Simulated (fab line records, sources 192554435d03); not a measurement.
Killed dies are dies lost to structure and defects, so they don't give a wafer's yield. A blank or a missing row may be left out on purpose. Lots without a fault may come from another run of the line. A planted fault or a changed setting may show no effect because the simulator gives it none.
Chamber matching | flow n5_finfet | N5_FIN_SAQP_SPACER1_ALD_24 on ald_sin-02: 4 sister chambers
The step deposits SiO2, target thk 20.3 nm, pulse time 1 s, purge time 2 s. 4 wafers are shown with their chamber, then 8 later ones without.

WAFERS WITH THEIR CHAMBER
wafer  | chamber | heater_power_w (W)
L083.1 | 1       | 404
L083.3 | 0       | 428
L083.5 | 3       | 441
L084.3 | 2       | 442

WAFERS WITHOUT THEIR CHAMBER
wafer  | heater_power_w (W)
L084.4 | 425
L084.6 | 406
L087.3 | 408
L087.4 | 418
L087.5 | 428
L096.1 | 431
L096.4 | 413
L096.5 | 428

WHICH CHAMBER EACH WENT THROUGH
wafer  | from the rows above          | in truth
L084.4 | 0                            | 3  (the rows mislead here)
L084.6 | 1                            | 1
L087.3 | 1                            | 1
L087.4 | can't be placed: 0 or 1      | 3
L087.5 | 0                            | 0
L096.1 | can't be placed: 0 or 3 or 2 | 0
L096.4 | can't be placed: 1 or 0      | 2
L096.5 | 0                            | 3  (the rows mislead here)
Placed correctly: 3 of 8. Can't be placed from these rows: 3 (the true chamber is among the candidates in 1). Placed wrongly: 2.
How it was worked out, from the rows above alone: a wafer's distance from a chamber is the root of the sum, over the readings, of the square of ((its reading less the chamber's mean) divided by the reading's scatter). The wafer belongs to the nearest chamber; if the next one is less than 2 further off, it can't be placed. A chamber's mean is the mean of its shown wafers. The scatter: with one shown wafer a chamber, the root of the mean of the squares of how far each hidden wafer lies from its nearest shown one.
